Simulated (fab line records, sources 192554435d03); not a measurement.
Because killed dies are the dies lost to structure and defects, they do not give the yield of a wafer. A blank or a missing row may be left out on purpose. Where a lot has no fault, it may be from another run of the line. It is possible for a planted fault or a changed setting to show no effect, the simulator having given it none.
Matching of chambers -- flow n5Finfet -- N5_BEOL_M6_PECVD_70 on pecvd-01: 3 sister chambers
The step deposits SiO2 from TEOS/O2, target thk 20 nm, time 22.7 s. 16 wafers are shown with their chamber, then 8 later ones without.

## WAFERS WITH THEIR CHAMBER
wafer,chamber,throttleValvePct (%),showerheadPlenumPTorr (Torr),heaterPowerW (W)
L077.1,1,22.4,8.73,510
L077.2,2,22.4,8.73,609
L077.3,0,24.2,8.78,630
L078.3,1,22.4,8.75,576
L078.5,0,24.0,8.76,607
L078.6,2,22.3,8.72,614
L086.1,2,22.3,8.75,623
L086.3,0,24.3,8.77,616
L086.4,0,24.0,8.77,615
L087.2,2,22.4,8.74,670
L087.3,1,22.2,8.72,567
L087.4,1,22.4,8.74,564
L088.2,0,24.3,8.77,707
L088.5,0,24.1,8.77,684
L088.6,1,22.1,8.74,563
L090.1,0,24.1,8.78,603

SIGNATURES, as means of the wafers listed above
reading,chamber 0,chamber 1,chamber 2,scatter within a chamber
throttleValvePct,24.143,22.300,22.350,0.12
showerheadPlenumPTorr,8.7714,8.7360,8.7350,0.01
heaterPowerW,637.43,556.00,629.00,34.2
Rule: for each reading, subtract the chamber's mean from the wafer's reading, divide by that reading's scatter and square the result; add these up over the readings and take the root, which gives the wafer's distance from the chamber. If the next closest chamber is less than 2 further off than the closest, the wafer can't be placed; otherwise it belongs to the closest. The scatter: take each reading less its chamber's mean, square it, sum over the shown wafers, divide by the number of wafers less the number of chambers, and take the root.

## WAFERS MISSING THEIR CHAMBER
wafer,throttleValvePct (%),showerheadPlenumPTorr (Torr),heaterPowerW (W)
L090.2,22.5,8.73,665
L090.3,22.2,8.73,484
L095.2,22.4,8.73,543
L095.3,22.6,8.74,651
L095.5,24.1,8.77,673
L093.1,24.3,8.77,707
L093.3,22.3,8.75,596
L093.5,23.0,8.72,652

## THE CHAMBER EACH PASSED THROUGH
wafer,from the rows above,in truth
L090.2,can't be placed: 2 or 1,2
L090.3,1,1
L095.2,can't be placed: 1 or 2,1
L095.3,can't be placed: 2 or 1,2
L095.5,0,0
L093.1,0,0
L093.3,can't be placed: 1 or 2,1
L093.5,can't be placed: 2 or 1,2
Correct placement for 3 of the 8. Unplaceable from these rows: 5, with the true chamber sitting among the candidates in 5. 0 placed wrongly.
